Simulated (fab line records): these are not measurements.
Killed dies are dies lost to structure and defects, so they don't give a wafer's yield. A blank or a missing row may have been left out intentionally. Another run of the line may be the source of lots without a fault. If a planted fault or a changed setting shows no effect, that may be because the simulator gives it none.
Matching of chambers / flow n5 finfet / N5_BEOL_M0_ETCH_109 on rie diel-05: 4 sister chambers
The step etches SiCN in CH3F/O2, target depth 8 nm, overetch 2.4 nm, time 27.4 s. 4 wafers are shown with their chamber, then 12 later ones without.

WAFERS WITH THEIR CHAMBER
wafer=L079.3; chamber=2; showerhead plenum p Torr (Torr)=2.07
wafer=L083.5; chamber=0; showerhead plenum p Torr (Torr)=2.01
wafer=L087.1; chamber=3; showerhead plenum p Torr (Torr)=2.12
wafer=L087.6; chamber=1; showerhead plenum p Torr (Torr)=1.91

WAFERS WITHOUT THEIR CHAMBER
wafer=L088.2; showerhead plenum p Torr (Torr)=2.07
wafer=L088.5; showerhead plenum p Torr (Torr)=2.07
wafer=L088.6; showerhead plenum p Torr (Torr)=2.12
wafer=L089.1; showerhead plenum p Torr (Torr)=2.12
wafer=L089.2; showerhead plenum p Torr (Torr)=1.91
wafer=L089.3; showerhead plenum p Torr (Torr)=2.06
wafer=L089.4; showerhead plenum p Torr (Torr)=1.91
wafer=L089.5; showerhead plenum p Torr (Torr)=2.12
wafer=L089.6; showerhead plenum p Torr (Torr)=2.06
wafer=L097.4; showerhead plenum p Torr (Torr)=1.91
wafer=L097.5; showerhead plenum p Torr (Torr)=1.91
wafer=L097.6; showerhead plenum p Torr (Torr)=2.00

WHICH CHAMBER EACH ONE RAN IN
wafer=L088.2; from the rows above=2; in truth=2
wafer=L088.5; from the rows above=2; in truth=2
wafer=L088.6; from the rows above=3; in truth=3
wafer=L089.1; from the rows above=3; in truth=3
wafer=L089.2; from the rows above=1; in truth=1
wafer=L089.3; from the rows above=2; in truth=2
wafer=L089.4; from the rows above=1; in truth=1
wafer=L089.5; from the rows above=3; in truth=3
wafer=L089.6; from the rows above=2; in truth=2
wafer=L097.4; from the rows above=1; in truth=1
wafer=L097.5; from the rows above=1; in truth=1
wafer=L097.6; from the rows above=0; in truth=0
Correctly placed: 12 of 12. Can't be placed from these rows: 0. Number placed wrongly: 0.
How it was worked out, from the rows above alone: a wafer's distance from a chamber is the root of the sum, over the readings, of the square of ((its reading less the chamber's mean) divided by the reading's scatter). The wafer belongs to the nearest chamber; if the next one is less than 2 further off, it can't be placed. The mean given for a chamber averages the wafers shown for that chamber. The scatter: with one shown wafer a chamber, the root of the mean of the squares of how far each hidden wafer lies from its nearest shown one.
